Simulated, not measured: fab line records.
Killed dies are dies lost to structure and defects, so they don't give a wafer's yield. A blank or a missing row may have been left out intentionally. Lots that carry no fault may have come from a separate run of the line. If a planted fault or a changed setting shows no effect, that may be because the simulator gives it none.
fab line records ; flow nandHarc
[record] lots = 6; wafers = 18; lastDay = 32
route steps=1302 shown A_BLC@1133 A_M0@1137 END@1302
lots that met no fault: from a run of the same line without faults
startH: the number of hours between the record's first day and the start of the first shown wafer of the lot ; waitH: hours since the lot's step before ; " unchanged from the row above ; L1.1+2: a row that stands for several wafers ; - no value, or no start given ; * or withheld: withheld ; < > ~ a bound
route shown NAME@n: names a module that has steps shown in the file, with the first one's number in the route ; usual: average and standard deviation across the fault-free wafers ; same: alike in all rows ; chamber/n: place in a boat ; sites: readings site by site ; _std_site: the standard deviation of these ; _edge_site: outer sites' mean less inner sites' ; radiusMm: how far each site lies from the wafer's centre ; mask NAME#n: copy n ; behind: the tool/chamber that last shaped the wafer ; hold: reason for holding the lot/hours on hold/outcome of the hold ; device: which transistor (n, p or np) failed to switch ; end of line: the tests these same wafers got at the end of their route ; a step without rows: its recipe alone ; killed: count of dies lost to structure and defects at first sort (not the wafer's yield) ; map: dies across one wafer; x = killed, . = not, _ = none there
set.NAME: the setting the step ran with; set.NAME@STEP: the setting that earlier step ran with ; model.NAME: the simulator's own value behind a step, which no gauge read
a table for each step, a row for each wafer; lots at some steps of the route
services: the hour from which a tool's chamber was out of use, counted from the record's first day as startH (under 0 if before that day), plus the number of hours and why
[[steps]]
[step NHARC_A_BLC_CMP_25]
[recipe] tOverpolishS = 30; targetThkNm = 150
[usual] motorCurrentA = 12.5/0.92; overpolishRunS = 30.000/0.0083; timeToEndpointS = 29/3.8
lot.wafer;tool;chamber;startH;waitH;motorCurrentA;overpolishRunS;timeToEndpointS
L855.4;cmp-04;3;570.47;0.2;13.9;30.013;29
L855.2;cmp-04;2;570.47;0.2;12.0;30.004;32
L855.5;cmp-04;3;570.47;0.2;15.0;30.001;31
L861.4;cmp-02;3;625.42;0.3;13.4;30.006;25
L861.2;cmp-02;1;625.42;0.3;12.4;29.998;24
L861.6;cmp-02;2;625.42;0.3;12.0;30.002;25
L863.3;cmp-04;2;627.46;0.3;12.6;29.990;28
L863.4;cmp-04;0;627.46;0.3;11.9;30.005;31
L863.5;cmp-04;2;627.46;0.3;12.7;29.994;32
L862.4;cmp-02;1;634.88;0.3;11.8;29.995;24
L862.6;cmp-02;1;634.88;0.3;12.8;29.992;26
L862.5;cmp-02;2;634.88;0.3;12.1;29.999;24
L868.3;cmp-02;0;702.87;0.5;12.0;29.993;24
L868.1;cmp-02;2;702.87;0.5;11.4;30.012;23
L868.6;cmp-02;1;702.87;0.5;11.5;30.002;22
L870.1;cmp-02;2;719.75;0.4;11.3;30.005;25
L870.3;cmp-02;3;719.75;0.4;13.4;30.007;24
L870.5;cmp-02;2;719.75;0.4;11.6;29.985;25
[step NHARC_A_BLC_SRD_27]
[step NHARC_A_BLC_INSPECT_28]
[usual] rawDefectCount = 516/140
lot.wafer;tool;chamber;startH;waitH;rawDefectCount
L855.2;defectInspect-01;-;570.87;0.1;814
L855.4;defectInspect-01;-;570.87;0.1;624
L855.5;defectInspect-01;-;570.87;0.1;797
L861.2;defectInspect-01;-;625.80;0.1;531
L861.4;defectInspect-01;-;625.80;0.1;377
L861.6;defectInspect-01;-;625.80;0.1;563
L863.3;defectInspect-01;-;627.84;0.1;505
L863.4;defectInspect-01;-;627.84;0.1;312
L863.5;defectInspect-01;-;627.84;0.1;527
L862.4;defectInspect-02;-;635.29;0.1;461
L862.5;defectInspect-02;-;635.29;0.1;513
L862.6;defectInspect-02;-;635.29;0.1;513
L868.1;defectInspect-02;-;703.27;0.1;337
L868.3;defectInspect-02;-;703.27;0.1;416
L868.6;defectInspect-02;-;703.27;0.1;511
L870.1;defectInspect-01;-;720.13;0.1;534
L870.3;defectInspect-01;-;720.13;0.1;647
L870.5;defectInspect-01;-;720.13;0.1;740
[step NHARC_A_M0_DEP_00]
[recipe] targetThkA = 1500; targetThkNm = 150; tempC = withheld; pressureTorr = 5; flowSccm = 200; rfW = 600; material = SiOC
[step NHARC_A_M0_DEHYDRATE_01]
[recipe] tempC = 150; timeS = 120
[step NHARC_A_M0_HMDS_02]
[recipe] timeS = 30
[step NHARC_A_M0_COAT_33]
[recipe] tempC = 200; timeS = 65
[step NHARC_A_M0_COAT_03]
[recipe] spinRpm = 1500; resistThkNm = 90
[step NHARC_A_M0_SOFTBAKE_04]
[recipe] tempC = 105; timeS = 55
[step NHARC_A_M0_EBR_05]
[step NHARC_A_M0_EXPOSE_06]
[recipe] na = 1.35; targetCdNm = 80; doseMj = 83.25; maskId = A_M0
[step NHARC_A_M0_PEB_07]
[recipe] pebTempC = 100; pebTimeS = 65
lot.wafer;tool;chamber;startH;waitH
L855.2+4+5;lithoTrack-04;0;571.69;0.1
L861.2+4+6;lithoTrack-04;0;626.62;0.1
L863.3+4+5;lithoTrack-06;0;628.67;0.1
L862.4+5+6;lithoTrack-04;0;635.99;0.0
L868.1+3+6;lithoTrack-04;0;704.09;0.1
L870.1+3+5;lithoTrack-04;0;720.95;0.1
[step NHARC_A_M0_DEVELOP_08]
[recipe] developTimeS = 35; devTempC = 23
[step NHARC_A_M0_CD_MEAS_09]
[recipe] targetCdNm = 80; landingEnergyEv = 500
[usual] cdNm = 80.0/0.8
lot.wafer;tool;chamber;startH;waitH;cdNm
L855.2;cdSem-03;0;571.77;-;80.5
L855.4;cdSem-03;0;571.77;-;80.9
L855.5;cdSem-03;0;571.77;-;80.3
L861.2;cdSem-01;0;626.70;-;80.0
L861.4;cdSem-01;0;626.70;-;80.2
L861.6;cdSem-01;0;626.70;-;80.2
L863.3;cdSem-03;0;628.75;-;78.8
L863.4;cdSem-03;0;628.75;-;81.0
L863.5;cdSem-03;0;628.75;-;80.1
L862.4;cdSem-03;0;636.07;-;80.3
L862.5;cdSem-03;0;636.07;-;81.3
L862.6;cdSem-03;0;636.07;-;81.1
L868.1;cdSem-03;0;704.17;-;85.6
L868.3;cdSem-03;0;704.17;-;86.3
L868.6;cdSem-03;0;704.17;-;86.4
L870.1;cdSem-02;0;721.03;-;87.2
L870.3;cdSem-02;0;721.03;-;86.4
L870.5;cdSem-02;0;721.03;-;85.3
[step NHARC_A_M0_OVL_MEAS_10]
[recipe] pitchNm = 160
[usual] overlayXNm = 0.0/0.76; overlayYNm = -0.2/0.85
lot.wafer;tool;chamber;startH;waitH;overlayXNm;overlayYNm
L855.2;overlay-01;-;571.86;-;-0.1;-0.3
L855.4;overlay-01;-;571.86;-;-0.3;-0.1
L855.5;overlay-01;-;571.86;-;-0.5;-0.1
L861.2;overlay-01;-;626.78;-;0.9;1.1
L861.4;overlay-01;-;626.78;-;0.3;0.5
L861.6;overlay-01;-;626.78;-;0.5;1.4
L863.3;overlay-01;-;628.84;-;-0.4;-0.9
L863.4;overlay-01;-;628.84;-;-0.1;-0.1
L863.5;overlay-01;-;628.84;-;0.1;-0.9
L862.4;overlay-01;-;636.16;-;0.0;0.7
L862.5;overlay-01;-;636.16;-;-0.5;0.9
L862.6;overlay-01;-;636.16;-;0.0;0.6
L868.1;overlay-01;-;704.26;-;-0.1;0.9
L868.3;overlay-01;-;704.26;-;0.3;0.6
L868.6;overlay-01;-;704.26;-;0.3;-0.2
L870.1;overlay-02;-;721.12;-;0.7;0.9
L870.3;overlay-02;-;721.12;-;0.8;0.5
L870.5;overlay-02;-;721.12;-;0.2;0.7
[step NHARC_A_M0_INSPECT_11]
[usual] rawDefectCount = 75/39
lot.wafer;tool;chamber;startH;waitH;rawDefectCount
L855.2;defectInspect-01;-;571.90;0.0;107
L855.4;defectInspect-01;-;571.90;0.0;92
L855.5;defectInspect-01;-;571.90;0.0;106
L861.2;defectInspect-01;-;626.82;0.0;53
L861.4;defectInspect-01;-;626.82;0.0;58
L861.6;defectInspect-01;-;626.82;0.0;39
L863.3;defectInspect-01;-;628.87;0.0;58
L863.4;defectInspect-01;-;628.87;0.0;41
L863.5;defectInspect-01;-;628.87;0.0;49
L862.4;defectInspect-01;-;636.19;0.0;139
L862.5;defectInspect-01;-;636.19;0.0;116
L862.6;defectInspect-01;-;636.19;0.0;112
L868.1;defectInspect-01;-;704.30;0.0;72
L868.3;defectInspect-01;-;704.30;0.0;68
L868.6;defectInspect-01;-;704.30;0.0;92
L870.1;defectInspect-02;-;721.15;0.0;108
L870.3;defectInspect-02;-;721.15;0.0;138
L870.5;defectInspect-02;-;721.15;0.0;120
[step NHARC_A_M0_DESCUM_14]
[recipe] timeS = 3; o2FlowSccm = 200; arFlowSccm = 0; biasPowerW = 0; chemistry = O2
[usual] drypumpMotorCurrentA = 5.6/0.31; oesProductAu = 1.002/0.014; rfVppV = 57.8/0.86; showerheadPlenumPTorr = 1.92/0.073; throttleValvePct = 11.311/0.0086
lot.wafer;tool;chamber;startH;waitH;drypumpMotorCurrentA;oesProductAu;rfHoursCounterH;rfVppV;showerheadPlenumPTorr;throttleValvePct;model.A_M0.cdNm
L855.4;rieDiel-01;0;571.96;0.1;5.2;1.019;0;57.6;1.88;11.302;81.15
L855.2;rieDiel-01;3;571.96;0.1;5.8;1.007;0;57.1;1.79;11.321;80.89
L855.5;rieDiel-01;1;571.96;0.1;5.8;1.000;-;59.1;2.03;11.306;80.58
L861.2;rieDiel-01;2;626.89;0.1;5.7;1.003;2;58.5;1.92;11.319;79.85
L861.4;rieDiel-01;3;626.89;0.1;5.9;1.012;1;57.4;1.79;11.328;81.31
L861.6;rieDiel-01;2;626.89;0.1;5.7;1.002;-;58.1;1.92;11.324;80.25
L863.3;rieDiel-11;2;628.93;0.1;5.8;0.989;11;59.4;1.90;11.295;79.56
L863.4;rieDiel-11;0;628.93;0.1;6.1;1.012;9;57.8;1.85;11.315;80.49
L863.5;rieDiel-11;3;628.93;0.1;5.3;0.984;-;59.3;2.02;11.331;80.22
L862.4;rieDiel-04;3;636.26;0.1;5.8;1.003;4;59.2;1.97;11.309;80.18
L862.6;rieDiel-04;2;636.26;0.1;5.4;1.005;-;56.8;1.87;11.303;80.64
L862.5;rieDiel-04;3;636.26;0.1;5.8;0.993;-;58.0;1.97;11.318;80.65
L868.1;rieDiel-01;1;704.37;0.1;5.8;0.986;6;59.6;2.03;11.327;86.37
L868.3;rieDiel-01;2;704.37;0.1;5.8;0.999;6;56.8;1.92;11.308;86.87
L868.6;rieDiel-01;1;704.37;0.1;5.8;0.991;-;57.7;2.03;11.314;87.48
L870.1;rieDiel-04;3;721.22;0.1;5.8;0.992;0;58.5;1.97;11.319;87.08
L870.3;rieDiel-04;0;721.22;0.1;5.1;1.008;1;58.0;1.98;11.306;86.13
L870.5;rieDiel-04;0;721.22;0.1;5.1;1.005;-;57.7;1.98;11.305;85.68
[step NHARC_A_M0_ETCH_34]
[recipe] targetDepthA = 400; overetchA = 120; timeS = 43.94; ionEnergyEv = 200; n2FlowSccm = 150; h2FlowSccm = 150; arFlowSccm = 0; rfW = 400; biasW = 150; chemistry = N2/H2
[usual] drypumpMotorCurrentA = 5.7/0.3; oesProductAu = 1.004/0.014; rfVppV = 430.6/2.4; showerheadPlenumPTorr = 2.04/0.08; throttleValvePct = 14.172/0.009
lot.wafer;tool;chamber;startH;waitH;drypumpMotorCurrentA;oesProductAu;rfHoursCounterH;rfVppV;showerheadPlenumPTorr;throttleValvePct
L855.2;rieDiel-01;2;572.04;0.1;5.7;0.985;0;431.6;2.05;14.175
L855.4;rieDiel-01;3;572.04;0.1;5.9;1.013;0;424.6;1.90;14.175
L855.5;rieDiel-01;3;572.04;0.1;5.8;1.009;-;425.7;1.90;14.175
L861.4;rieDiel-01;0;626.98;0.1;5.2;1.022;2;430.4;2.00;14.175
L861.2;rieDiel-01;1;626.98;0.1;5.8;1.000;2;434.7;2.17;14.180
L861.6;rieDiel-01;3;626.98;0.1;5.8;1.026;-;427.1;1.90;14.178
L863.3;rieDiel-11;0;629.02;0.1;6.1;1.013;9;428.0;1.97;14.170
L863.4;rieDiel-11;2;629.02;0.1;5.8;0.984;11;430.9;2.03;14.178
L863.5;rieDiel-11;3;629.02;0.1;5.4;0.976;-;435.3;2.16;14.166
L862.4;rieDiel-04;1;636.35;0.1;5.7;1.020;5;432.9;2.11;14.167
L862.5;rieDiel-04;3;636.35;0.1;5.8;0.999;-;433.7;2.11;14.178
L862.6;rieDiel-04;0;636.35;0.1;5.1;0.996;-;434.5;2.12;14.186
L868.1;rieDiel-01;0;704.44;0.1;5.2;1.023;6;429.3;2.00;14.174
L868.3;rieDiel-01;1;704.44;0.1;5.8;0.979;6;434.9;2.17;14.168
L868.6;rieDiel-01;0;704.44;0.1;5.2;1.022;-;428.5;2.00;14.167
L870.3;rieDiel-04;1;721.30;0.1;5.7;0.990;1;434.3;2.11;14.173
L870.1;rieDiel-04;3;721.30;0.1;5.8;1.009;0;431.8;2.10;14.174
L870.5;rieDiel-04;1;721.30;0.1;5.7;1.002;-;432.1;2.11;14.181
[step NHARC_A_M0_ETCH_15]
[recipe] targetDepthA = 1500; overetchA = 150; timeS = 82.5; c4f8FlowSccm = withheld; arFlowSccm = 400; rfW = 600; biasW = 300; chemistry = C4F8/Ar
[usual] oesProductAu = 0.961/0.025; rfVppV = 440.8/2.5
lot.wafer;tool;chamber;startH;waitH;oesProductAu;rfHoursCounterH;rfVppV;model.A_M0.cdNm
L855.4;rieDiel-01;0;-;-;0.972;0;439.7;80.34
L855.2;rieDiel-01;1;-;-;0.953;0;444.5;80.52
L855.5;rieDiel-01;0;-;-;0.966;-;441.0;79.81
L861.2;rieDiel-01;0;-;-;0.992;2;439.7;79.4
L861.4;rieDiel-01;2;-;-;0.958;2;440.7;81.81
L861.6;rieDiel-01;0;-;-;1.001;-;440.1;79.49
L863.4;rieDiel-11;0;-;-;0.988;9;438.4;80.29
L863.3;rieDiel-11;1;-;-;0.953;11;440.6;79.83
L863.5;rieDiel-11;2;-;-;0.960;-;442.3;80.09
L862.4;rieDiel-04;1;-;-;0.982;5;443.6;80.33
L862.6;rieDiel-04;0;-;-;0.962;-;443.8;80.7
L862.5;rieDiel-04;1;-;-;0.980;-;441.5;80.87
L868.1;rieDiel-01;2;-;-;0.970;6;441.2;86.71
L868.3;rieDiel-01;0;-;-;0.989;6;438.6;86.44
L868.6;rieDiel-01;1;-;-;0.956;-;444.6;87.66
L870.1;rieDiel-04;3;-;-;0.971;0;442.6;87.11
L870.3;rieDiel-04;0;-;-;0.990;1;440.9;86.79
L870.5;rieDiel-04;2;-;-;1.010;-;440.3;85.88
[step NHARC_A_M0_CD_MEAS_16]
[usual] cdNm = 80.0/1
lot.wafer;tool;chamber;startH;waitH;cdNm
L855.2;cdSem-03;-;572.26;-;80.9
L855.4;cdSem-03;-;572.26;-;80.5
L855.5;cdSem-03;-;572.26;-;79.7
L861.2;cdSem-01;-;627.19;-;79.0
L861.4;cdSem-01;-;627.19;-;81.7
L861.6;cdSem-01;-;627.19;-;79.4
L863.3;cdSem-03;-;629.24;-;79.9
L863.4;cdSem-03;-;629.24;-;80.1
L863.5;cdSem-03;-;629.24;-;80.2
L862.4;cdSem-03;-;636.56;-;80.1
L862.5;cdSem-03;-;636.56;-;80.9
L862.6;cdSem-03;-;636.56;-;80.6
L868.1;cdSem-03;-;704.66;-;86.4
L868.3;cdSem-03;-;704.66;-;87.0
L868.6;cdSem-03;-;704.66;-;87.7
L870.1;cdSem-02;-;721.51;-;87.4
L870.3;cdSem-02;-;721.51;-;86.9
L870.5;cdSem-02;-;721.51;-;85.5
[step NHARC_A_M0_STRIP_18]
[recipe] powerW = 1000; n2FlowSccm = 150; h2FlowSccm = 150; arFlowSccm = 0; biasW = 0; chemistry = N2/H2
[usual] drypumpMotorCurrentA = 5.6/0.32; oesProductAu = 1.004/0.013; rfVppV = 90.7/1; showerheadPlenumPTorr = 2.05/0.08; throttleValvePct = 14.170/0.0089
lot.wafer;tool;chamber;startH;waitH;drypumpMotorCurrentA;oesProductAu;rfHoursCounterH;rfVppV;showerheadPlenumPTorr;throttleValvePct
L855.2;rieDiel-01;1;572.36;0.1;5.8;0.990;0.1;90.8;2.17;14.168
L855.4;rieDiel-01;2;572.36;0.1;5.8;0.998;0.1;90.9;2.05;14.172
L855.5;rieDiel-01;0;572.36;0.1;5.2;1.028;-;88.9;2.00;14.186
L861.4;rieDiel-11;0;627.31;0.1;6.1;1.012;8.9;91.5;1.97;14.165
L861.2;rieDiel-11;1;627.31;0.1;6.0;0.971;10.5;92.5;2.01;14.150
L861.6;rieDiel-11;2;627.31;0.1;5.8;0.996;-;89.6;2.03;14.155
L863.3;rieDiel-01;0;629.31;0.1;5.2;1.029;2.2;91.0;2.00;14.174
L863.4;rieDiel-01;2;629.31;0.1;5.8;1.002;2.3;89.7;2.05;14.152
L863.5;rieDiel-01;0;629.31;0.1;5.2;1.019;-;89.9;2.00;14.189
L862.4;rieDiel-04;1;636.65;0.1;5.7;1.013;5.2;91.9;2.11;14.163
L862.5;rieDiel-04;0;636.65;0.1;5.1;0.993;-;90.9;2.12;14.163
L862.6;rieDiel-04;1;636.65;0.1;5.7;1.018;-;90.2;2.11;14.176
L868.3;rieDiel-11;3;704.76;0.1;5.4;0.997;4.8;91.1;2.16;14.156
L868.1;rieDiel-11;0;704.76;0.1;6.1;0.991;6.0;88.7;1.97;14.179
L868.6;rieDiel-11;2;704.76;0.1;5.8;0.995;-;88.9;2.03;14.166
L870.3;rieDiel-01;1;721.59;0.1;5.9;1.003;7.2;90.7;2.17;14.178
L870.1;rieDiel-01;2;721.59;0.1;5.8;1.007;6.9;92.5;2.05;14.158
L870.5;rieDiel-01;2;721.59;0.1;5.8;1.000;-;90.8;2.05;14.168
[step NHARC_END_SORT_01]
[recipe] tempC = 25
[usual] defectLimitedYield = 92.7/2.6; killedAtArray = 45/18; killedAtOther = 0.9/1.3; killedAtPeriphery = 3.7/2.2; killedDies = 50/18; killedOpen = 3.2/1.9; killedShort = 2.4/1.6; sort_bin_2_pct = 2.5/1.1; sort_bin_3_pct = 0.6/0.36; sort_bin_4_pct = 4.3/1.5; sortNPass = 627/18; sortRimYieldPct = 92/4.3; sortYieldPct = 92.7/2.6
[same] grossDies = 677; sort_bin_5_pct[%] = 0; sort_bin_6_pct[%] = 0; sort_bin_7_pct[%] = 0; sort_bin_8_pct[%] = 0; sortRimNGross = 106.00
lot.wafer;tool;chamber;startH;waitH;defectLimitedYield[%];killedAtArray;killedAtOther;killedAtPeriphery;killedDies;killedOpen;killedShort;sort_bin_2_pct[%];sort_bin_3_pct[%];sort_bin_4_pct[%];sortNPass;sortRimYieldPct[%];sortYieldPct[%]
L855.2;prober-02;0;611.04;2.8;91.3;55;0;4;59;5;1;3.0;1.6;4.1;618;92;91.3
L855.4;prober-02;0;612.63;3.4;91.3;55;0;4;59;6;3;3.1;0.3;5.3;618;93;91.3
L855.5;prober-02;0;613.42;3.7;93.6;40;0;3;43;2;1;1.9;0.1;4.3;634;87;93.6
L861.2;prober-02;0;667.26;2.8;92.3;43;0;9;52;4;4;2.8;0.6;4.3;625;90;92.3
L861.4;prober-02;0;668.87;3.4;91.6;48;0;9;57;5;2;3.5;0.9;4.0;620;96;91.6
L861.6;prober-02;0;670.47;4.0;94.1;35;0;5;40;2;2;2.5;0.1;3.2;637;93;94.1
L868.1;prober-02;0;744.22;2.5;94.8;31;0;4;35;3;1;1.5;0.3;3.4;642;91;94.8
L868.3;prober-02;0;745.84;3.1;93.5;36;0;8;44;2;1;1.9;1.2;3.4;633;85;93.5
L870.1;prober-02;0;766.04;2.5;94.1;35;3;2;40;5;1;1.8;0.9;3.2;637;86;94.1
L870.3;prober-02;0;767.62;3.1;89.4;72;0;0;72;2;0;3.1;0.6;6.9;605;93;89.4
L870.5;prober-02;0;769.21;3.7;90.4;62;1;2;65;3;1;3.4;0.7;5.5;612;91;90.4
// killed by level:class
L855.2 A_CHANNEL_HOLE_D2:chamberFilmFlake=29 A_SLIT:chamberFilmFlake=11 A_BONDPAD:chamberFilmFlake=3 P_CONTACT:geometricParticle:open=2 A_CONTACT:chamberFilmFlake=2 A_M0:chamberFilmFlake=2 P_GATE:geometricParticle:open=1 A_CHANNEL_FILL_D1:geometricParticle:short=1
L855.4 A_SLIT:chamberFilmFlake=25 A_CHANNEL_HOLE_D2:chamberFilmFlake=12 A_CHANNEL_HOLE_D1:geometricParticle:open=3 A_M0:chamberFilmFlake=3 P_M0:chamberFilmFlake=2 A_CHANNEL_HOLE_D1:chamberFilmFlake=2 A_BONDPAD:chamberFilmFlake=2 P_M0:geometricParticle:open=1
L855.5 A_CHANNEL_HOLE_D2:chamberFilmFlake=15 A_SLIT:chamberFilmFlake=14 A_CONTACT:chamberFilmFlake=3 A_M0:chamberFilmFlake=3 A_DECK1_JOINT:chamberFilmFlake=2 P_STI:geometricParticle:short=1 P_CONTACT:geometricParticle:open=1 A_CHANNEL_FILL_D1:geometricParticle:open=1
L861.2 A_CHANNEL_HOLE_D2:chamberFilmFlake=11 A_CHANNEL_HOLE_D1:chamberFilmFlake=9 A_SLIT:chamberFilmFlake=8 P_BONDPAD:chamberFilmFlake=4 A_CHANNEL_FILL_D1:chamberFilmFlake=3 A_STAIRCASE:chamberFilmFlake=3 P_M0:geometricParticle:open=2 P_GATE:chamberFilmFlake=2
L861.4 A_CHANNEL_HOLE_D2:chamberFilmFlake=22 A_SLIT:chamberFilmFlake=8 P_BONDPAD:chamberFilmFlake=5 A_CHANNEL_HOLE_D1:chamberFilmFlake=5 A_ONON_D1:geometricParticle:open=3 P_GATE:chamberFilmFlake=3 A_STAIRCASE:chamberFilmFlake=3 A_ONON_D1:geometricParticle:short=2
L861.6 A_CHANNEL_HOLE_D2:chamberFilmFlake=13 A_SLIT:chamberFilmFlake=6 P_BONDPAD:chamberFilmFlake=4 A_STAIRCASE:chamberFilmFlake=4 A_CHANNEL_FILL_D1:chamberFilmFlake=3 A_CHANNEL_HOLE_D1:chamberFilmFlake=3 A_WL_FILL:chamberFilmFlake=2 P_STI:geometricParticle:open=1
L868.1 A_CHANNEL_HOLE_D1:chamberFilmFlake=15 A_CONTACT:chamberFilmFlake=7 A_WL_FILL:chamberFilmFlake=3 A_SOURCE_PLATE:geometricParticle:short=1 A_ONON_D1:geometricParticle:open=1 A_ONON_D2:geometricParticle:open=1 A_BLC:geometricParticle:open=1 P_STI:chamberFilmFlake=1
L868.3 A_CHANNEL_HOLE_D1:chamberFilmFlake=18 P_STI:chamberFilmFlake=5 A_SLIT:chamberFilmFlake=5 A_CONTACT:chamberFilmFlake=5 A_M0:areaPeb=4 P_ZERO_WELL:geometricParticle:open=1 A_CHANNEL_HOLE_D1:geometricParticle:short=1 A_SGD_CUT:geometricParticle:open=1
L870.1 A_SLIT:chamberFilmFlake=11 A_CHANNEL_HOLE_D2:chamberFilmFlake=8 A_CHANNEL_HOLE_D1:chamberFilmFlake=4 THIN_TSV:chamberFilmFlake=3 P_GATE:chamberFilmFlake=2 A_DECK1_JOINT:chamberFilmFlake=2 A_CONTACT:chamberFilmFlake=2 A_DECK1_JOINT:geometricParticle:short=1
L870.3 A_SLIT:chamberFilmFlake=32 A_CHANNEL_HOLE_D2:chamberFilmFlake=17 A_CHANNEL_HOLE_D1:chamberFilmFlake=12 A_CONTACT:chamberFilmFlake=7 A_CHANNEL_HOLE_D1:geometricParticle:open=1 A_CHANNEL_FILL_D2:geometricParticle:open=1 A_DECK1_JOINT:chamberFilmFlake=1 A_M0:areaPeb=1
L870.5 A_SLIT:chamberFilmFlake=39 A_CHANNEL_HOLE_D2:chamberFilmFlake=10 A_CHANNEL_HOLE_D1:chamberFilmFlake=6 A_CONTACT:chamberFilmFlake=4 P_M0:geometricParticle:open=1 A_DECK1_JOINT:geometricParticle:open=1 A_ONON_D2:geometricParticle:short=1 A_CHANNEL_FILL_D2:geometricParticle:open=1
[[services]]
tool;chamber;startH;hours;kind
cmp-02;-;551.25;0.7;repair
lithoTrack-04;-;553.00;7.0;pm
rieDiel-01;-;557.80;9.0;pm
rieDiel-01;0;557.80;9.0;ventCycle
rieDiel-01;1;557.80;9.0;ventCycle
rieDiel-01;2;557.80;9.0;ventCycle
rieDiel-01;-;570.54;0.2;repair
cmp-02;-;581.41;0.9;repair
cmp-04;-;598.88;2.4;repair
cmp-02;-;599.34;4.6;repair
cmp-04;-;601.29;4.0;pm
rieDiel-01;3;609.18;16.8;repair
rieDiel-11;-;629.40;9.0;pm
cmp-02;-;629.82;4.0;pm
cmp-04;-;636.34;1.3;repair
rieDiel-04;3;640.41;11.6;repair
cmp-02;-;654.38;4.8;repair
cmp-04;-;675.18;0.8;repair
cmp-04;-;679.38;0.5;repair
rieDiel-04;3;679.78;4.5;repair
rieDiel-11;1;697.63;4.5;repair
cmp-04;-;699.29;4.0;pm
lithoTrack-06;-;704.00;7.0;pm
rieDiel-04;-;708.91;9.0;pm
[[key]]
[firstSign] step = NHARC_A_M0_CD_MEAS_09; reading = cdNm; direction = up; sigmas = 7.8; usual = 80.0; struck = 86.2
[effect] step = NHARC_A_M0_CD_MEAS_16; reading = cdNm; direction = up; sigmas = 6.6; usual = 80.0; struck = 86.8
[modelEffect] step = NHARC_A_M0_DESCUM_14; value = A_M0.cdNm; without = 79.98; struck = 86.6
[modelEffect] step = NHARC_A_M0_ETCH_15; value = A_M0.cdNm; without = 80.14; struck = 86.76
metAt NHARC_A_M0_PEB_07
struckWafers L868.1,L868.3,L868.6,L870.1,L870.3,L870.5
onsetBetween 635.99 704.09
alsoFits time
[fault] kind = processParameterDrift; tool = lithoTrack-04; chamber = -; onsetH = 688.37; steps = NHARC_A_M0_PEB_07; channel = pebTimeS; offset = *; shape = step; endH = 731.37; actsIn = *; stated = *
